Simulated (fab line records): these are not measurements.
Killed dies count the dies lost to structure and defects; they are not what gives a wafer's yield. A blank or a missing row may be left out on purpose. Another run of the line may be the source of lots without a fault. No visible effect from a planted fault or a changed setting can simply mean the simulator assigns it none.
Chamber matching || flow n5Finfet || N5_STI_FIN_REVEAL_CMP_04 on cmp-03 has 4 sister chambers
The step polishes, stops on Si3N4, t overpolish 4 s, target thk 131.83 nm. 8 wafers are shown with their chamber, then 8 later ones without.

WAFERS WITH THEIR CHAMBER
{"wafer": "L074.4", "chamber": 2, "motorCurrentA (A)": 8.6, "timeToEndpointS (s)": 106}
{"wafer": "L075.1", "chamber": 2, "motorCurrentA (A)": 7.7, "timeToEndpointS (s)": 107}
{"wafer": "L083.2", "chamber": 0, "motorCurrentA (A)": 7.1, "timeToEndpointS (s)": 101}
{"wafer": "L083.3", "chamber": 1, "motorCurrentA (A)": 10.0, "timeToEndpointS (s)": 104}
{"wafer": "L085.1", "chamber": 3, "motorCurrentA (A)": 8.1, "timeToEndpointS (s)": 103}
{"wafer": "L085.3", "chamber": 1, "motorCurrentA (A)": 10.1, "timeToEndpointS (s)": 102}
{"wafer": "L085.4", "chamber": 0, "motorCurrentA (A)": 7.8, "timeToEndpointS (s)": 107}
{"wafer": "L091.1", "chamber": 3, "motorCurrentA (A)": 8.2, "timeToEndpointS (s)": 106}

WAFERS MISSING THEIR CHAMBER
{"wafer": "L091.3", "motorCurrentA (A)": 7.5, "timeToEndpointS (s)": 104}
{"wafer": "L091.6", "motorCurrentA (A)": 8.3, "timeToEndpointS (s)": 103}
{"wafer": "L093.3", "motorCurrentA (A)": 7.5, "timeToEndpointS (s)": 104}
{"wafer": "L093.4", "motorCurrentA (A)": 7.7, "timeToEndpointS (s)": 103}
{"wafer": "L093.5", "motorCurrentA (A)": 7.7, "timeToEndpointS (s)": 105}
{"wafer": "L096.1", "motorCurrentA (A)": 7.5, "timeToEndpointS (s)": 95}
{"wafer": "L096.2", "motorCurrentA (A)": 8.3, "timeToEndpointS (s)": 94}
{"wafer": "L096.6", "motorCurrentA (A)": 8.0, "timeToEndpointS (s)": 95}

CHAMBER TAKEN BY EACH
{"wafer": "L091.3", "from the rows above": "can't be placed: 0 or 3 or 2", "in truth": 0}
{"wafer": "L091.6", "from the rows above": "can't be placed: 3 or 2 or 0", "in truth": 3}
{"wafer": "L093.3", "from the rows above": "can't be placed: 0 or 3 or 2", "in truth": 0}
{"wafer": "L093.4", "from the rows above": "can't be placed: 0 or 3 or 2", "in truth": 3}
{"wafer": "L093.5", "from the rows above": "can't be placed: 0 or 3 or 2", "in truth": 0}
{"wafer": "L096.1", "from the rows above": "can't be placed: 0 or 3 or 2", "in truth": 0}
{"wafer": "L096.2", "from the rows above": "can't be placed: 3 or 0 or 2 or 1", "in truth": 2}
{"wafer": "L096.6", "from the rows above": "can't be placed: 3 or 0 or 2", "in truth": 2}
Correct placement for 0 of the 8. These rows do not allow placing 8 (true chamber among the candidates in 8). Placed wrongly: 0.
How it was worked out, from the rows above alone: a wafer's distance from a chamber is the root of the sum, over the readings, of the square of ((its reading less the chamber's mean) divided by the reading's scatter). If the next closest chamber is less than 2 further off than the closest, the wafer can't be placed; otherwise it belongs to the closest. Each chamber's mean is taken over the wafers shown for it. The scatter: take each reading less its chamber's mean, square it, sum over the shown wafers, divide by the number of wafers less the number of chambers, and take the root.
